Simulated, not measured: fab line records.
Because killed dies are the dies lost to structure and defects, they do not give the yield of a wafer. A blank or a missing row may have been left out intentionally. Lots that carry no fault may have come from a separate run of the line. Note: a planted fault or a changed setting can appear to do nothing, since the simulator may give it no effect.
Chamber matching :: flow n5Finfet :: N5_BEOL_M9_CMP_52 on cmp-04 has 4 sister chambers
The step polishes, stops on SiCOH lowk, t overpolish 7 s, target thk 140 nm. 4 wafers are shown with their chamber, then 7 later ones without.

WAFERS WITH THEIR CHAMBER
wafer: L939.2
chamber: 2
motorCurrentA (A): 7.0

wafer: L939.6
chamber: 0
motorCurrentA (A): 5.6

wafer: L947.1
chamber: 1
motorCurrentA (A): 4.9

wafer: L947.3
chamber: 3
motorCurrentA (A): 5.6

WAFERS WITHOUT THEIR CHAMBER
wafer: L947.4
motorCurrentA (A): 6.9

wafer: L946.3
motorCurrentA (A): 5.7

wafer: L946.5
motorCurrentA (A): 5.0

wafer: L946.6
motorCurrentA (A): 6.7

wafer: L955.2
motorCurrentA (A): 4.9

wafer: L955.4
motorCurrentA (A): 7.2

wafer: L955.6
motorCurrentA (A): 6.6

WHICH CHAMBER EACH ONE RAN IN
wafer: L947.4
from the rows above: 2
in truth: 2

wafer: L946.3
from the rows above: can't be placed: 0 or 3
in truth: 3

wafer: L946.5
from the rows above: 1
in truth: 1

wafer: L946.6
from the rows above: 2
in truth: 2

wafer: L955.2
from the rows above: 1
in truth: 1

wafer: L955.4
from the rows above: 2
in truth: 2

wafer: L955.6
from the rows above: 2
in truth: 2
Correctly placed: 6 of 7. Unplaceable from these rows: 1, with the true chamber sitting among the candidates in 1. Number placed wrongly: 0.
How it was worked out, from the rows above alone: a wafer's distance from a chamber is the root of the sum, over the readings, of the square of ((its reading less the chamber's mean) divided by the reading's scatter). If the next closest chamber is less than 2 further off than the closest, the wafer can't be placed; otherwise it belongs to the closest. Each chamber's mean is taken over the wafers shown for it. The scatter (one wafer shown for each chamber): square how far every hidden wafer sits from the nearest shown wafer, average those squares and take the square root.
